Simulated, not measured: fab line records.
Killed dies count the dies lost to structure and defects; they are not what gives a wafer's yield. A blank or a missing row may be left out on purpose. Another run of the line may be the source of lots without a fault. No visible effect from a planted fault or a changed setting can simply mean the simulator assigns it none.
A lot that was struck, set against a sound lot + flow n5Finfet + 38 out of 1938 route steps
Sound: wafers L411.2, L411.4, L411.6. Struck: wafer L398.5 (left out: L398.4, a lot-mate that was not struck); the cause follows at the end.
Per side, at each step with rows, come the tool, then ch with its chambers, and then its first start. Under that, the readings that differ: sound wafers + struck wafers + difference of the means + sigmas: that difference in standard deviations of wafers without a fault.
alike: a reading whose means differ by less than 2 such deviations, as well as words and numbers matching on both sides. not compared: withheld readings; readings where some wafer has no value; bounds like >300 that might hide an equal value; numbers whose values overlap and for which the record gives no deviation.
Wherever a step has rows on one side only, a row that says differs or no value, or a row with sigmas, the two part there. Numbers that have no deviation but don't overlap get no sigmas and don't part them. A reading that every wafer of one side lacks parts them only if that side has two wafers or more.

first, 9 steps without rows for these wafers: N5_BEOL_M9_DESCUM_33 (chemistry O2, time 7 s); N5_BEOL_M9_ETCH_76 (etches underlayer in N2/H2, target depth 6.5 nm, time 5.2 s); N5_BEOL_M9_ETCH_65 (etches SiARC in CF4, target depth 15.6 nm, time 26 s); N5_BEOL_M9_ETCH_66 (etches SOC in N2/H2, target depth 80 nm, overetch 16 nm, time 120 s); N5_BEOL_M9_STRIP_69 (strips in N2/H2); N5_BEOL_M9_STRIP_77 (strips in N2/H2); N5_BEOL_M9_VIA_ETCH_34 (etches SiCOH lowk in C4F6/O2, target depth 182.4 nm, time 68.4 s); N5_BEOL_M9_STRIP_73 (strips in C4F6/O2); N5_BEOL_M9_STRIP_36 (strips in N2/H2).
N5_BEOL_M9_TRENCH_ETCH_37: etches SiCOH lowk in C4F6/O2, target depth 151.43 nm, time 49 s.
  sound on rieDiel-03 ch 1,3, day 15 14:57; struck on rieDiel-01 ch 3, day 12 11:50
| reading                                   | sound             | struck | difference | sigmas |
|-------------------------------------------|-------------------|--------|------------|--------|
| oesProductAu (a.u.)                       | 0.95 0.75 0.95    | 0.67   | -0.21      | -3     |
| model.etch.depthNm (nm)                   | 154.9 146.8 155.7 | 127.3  | -25.2      |        |
| model.BEOL_M9.featureDepthNm (nm)         | 155 146.8 155.6   | 127.2  | -25.3      |        |
| model.TiN_of_BEOL_M9_HM_DEP_02.thkNm (nm) | 15.6 15.6 15      | 17     | +2         |        |
  alike: drypumpMotorCurrentA, rfFwdPowerW, rfVppV, showerheadPlenumPTorr, throttleValvePct
  not compared: rfHoursCounterH
then, 2 steps without rows for these wafers: N5_BEOL_M9_ETCH_41 (etches SiCN in CH3F/O2, target depth 36.6 nm, time 70.1 s); N5_BEOL_M9_STRIP_80 (strips in N2/H2, time 10 s).
N5_BEOL_M9_OCD_MEAS_38:
  struck on ocd-01, day 12 12:01; sound on ocd-02, day 15 15:07
| reading            | sound       | struck | difference | sigmas |
|--------------------|-------------|--------|------------|--------|
| trenchDepthNm (nm) | 155 147 155 | 127    | -25        | -8     |
then, 13 steps without rows for these wafers: N5_BEOL_M9_HM_STRIP_39 (strips TiN in peroxide tin strip, target depth 25 nm, time 158 s); N5_BEOL_M9_SRD_40 (time 30 s); N5_BEOL_M9_PRECLEAN_42 (cleans in residue remover, time 60 s); N5_BEOL_M9_SRD_43 (time 30 s); N5_BEOL_M9_CURE_72 (cures SiCOH lowk, time 120 s); N5_BEOL_M9_DEGAS_44 (time 60 s); N5_BEOL_M9_PRE_CLEAN_45 (time 30 s); N5_BEOL_M9_ALD_74 (deposits TaN, target thk 2 nm, pulse time 2 s, purge time 3 s); N5_BEOL_M9_SURFACE_TREAT_79; N5_BEOL_M9_CVD_78 (deposits Co from CCTBA/H2, target thk 2 nm, time 138.9 s); N5_BEOL_M9_SPUTTER_48 (material Cu, target thk 12 nm, time 2 s); N5_BEOL_M9_ECD_50 (material Cu, target thk 318 nm); N5_BEOL_M9_ANNEAL_51 (time 90 s).
N5_BEOL_M9_CMP_52: polishes, stops on SiCOH lowk, t overpolish 7 s, target thk 140 nm.
  sound on cmp-02 ch 0,2, day 15 18:37; struck on cmp-04 ch 0, day 12 14:03
| reading                               | sound             | struck | difference | sigmas |
|---------------------------------------|-------------------|--------|------------|--------|
| barrierFieldEndpointS (s)             | 29.6 28.7 29.8    | 31.3   | +1.9       | +2     |
| edgeZonePressureFrac                  | 0.999 0.986 0.996 | 1.009  | +0.015     | +3     |
| timeToEndpointS (s)                   | 70 64 64          | 80     | +14        | +3     |
| model.Cu_of_BEOL_M9_ECD_50.thkNm (nm) | 144.4 133 143.4   | 119.8  | -20.5      |        |
  alike: clearingPlatenRpm, motorCurrentA, overpolishRunS, slurryFlowMlMin
  not compared: padLifeWafers
N5_BEOL_M9_THK_MEAS_53: measures by xrf.
  struck on filmMetro-01, day 12 14:14; sound on filmMetro-01, day 15 18:55
| reading     | sound       | struck | difference | sigmas |
|-------------|-------------|--------|------------|--------|
| M9_THK (nm) | 146 133 144 | 120    | -21        | -6     |
then, 2 steps without rows for these wafers: N5_BEOL_M9_PRE_CLEAN_55 (time 15 s); N5_BEOL_M9_DEP_56 (deposits SiCN from 3MS/NH3, target thk 15 nm, time 26.5 s).
N5_BEOL_M9_RS_MEAS_57: measures by four-point-probe.
  struck on filmMetro-01, day 12 14:22; sound on filmMetro-02, day 15 19:02
| reading        | sound             | struck | difference | sigmas |
|----------------|-------------------|--------|------------|--------|
| M9_RS (ohm/sq) | 0.146 0.160 0.147 | 0.180  | +0.029     | +7     |
then, 5 steps without rows for these wafers: N5_BEOL_M10_ILD_DEP_00 (deposits SiCOH lowk from DEMS/porogen, target thk 308.51 nm, time 58 s); N5_BEOL_M10_CURE_71 (cures SiCOH lowk, time 240 s); N5_BEOL_M10_PECVD_70 (deposits SiO2 from TEOS/O2, target thk 20 nm, time 22.7 s); N5_BEOL_M10_HM_DEP_02 (deposits TiN, target thk 20 nm); N5_BEOL_M10_COAT_59 (time 60 s, resist thk 100 nm).
N5_BEOL_M15_RC_MEAS_101:
  sound on prober-01 ch 0, day 17 13:29; struck on prober-01 ch 0, day 14 09:22
| reading                    | sound                   | struck  | difference | sigmas |
|----------------------------|-------------------------|---------|------------|--------|
| COMB_M6 (S/m)              | 3.4e-11 2.2e-11 3.6e-11 | 2e-11   | -1e-11     | -2     |
| COMB_M7 (S/m)              | 2.2e-11 1.9e-11 2.5e-11 | 3.5e-11 | +1.3e-11   | +2     |
| SERP_M10_max_site (ohm/um) | 2.99 2.84 3.01          | 3.23    | +0.28      | +3     |
| SERP_M13 (ohm/um)          | 0.305 0.309 0.306       | 0.327   | +0.020     | +3     |
| SERP_M9 (ohm/um)           | 3.01 3.24 3.01          | 3.66    | +0.57      | +6     |
| SERP_M9_max_site (ohm/um)  | 3.08 3.40 3.08          | 3.71    | +0.52      | +5     |
  alike: COMB_M10, COMB_M11, COMB_M12, COMB_M13, COMB_M14, COMB_M15, COMB_M15_max_site, COMB_M5, COMB_M8, COMB_M9, SERP_M10, SERP_M11, SERP_M12, SERP_M14, SERP_M5, SERP_M6, SERP_M6_max_site, SERP_M7, SERP_M8
after that, 1 step had no rows for these wafers: N5_PASSIVATION_PROBE_49.

## WHERE THEY PART
First at N5_BEOL_M9_TRENCH_ETCH_37; last, within this record, at N5_BEOL_M15_RC_MEAS_101.

WHY: what the simulator had put in
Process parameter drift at N5_BEOL_M9_TRENCH_ETCH_37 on rieDiel-01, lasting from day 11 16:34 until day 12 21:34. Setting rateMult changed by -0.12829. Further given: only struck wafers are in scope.
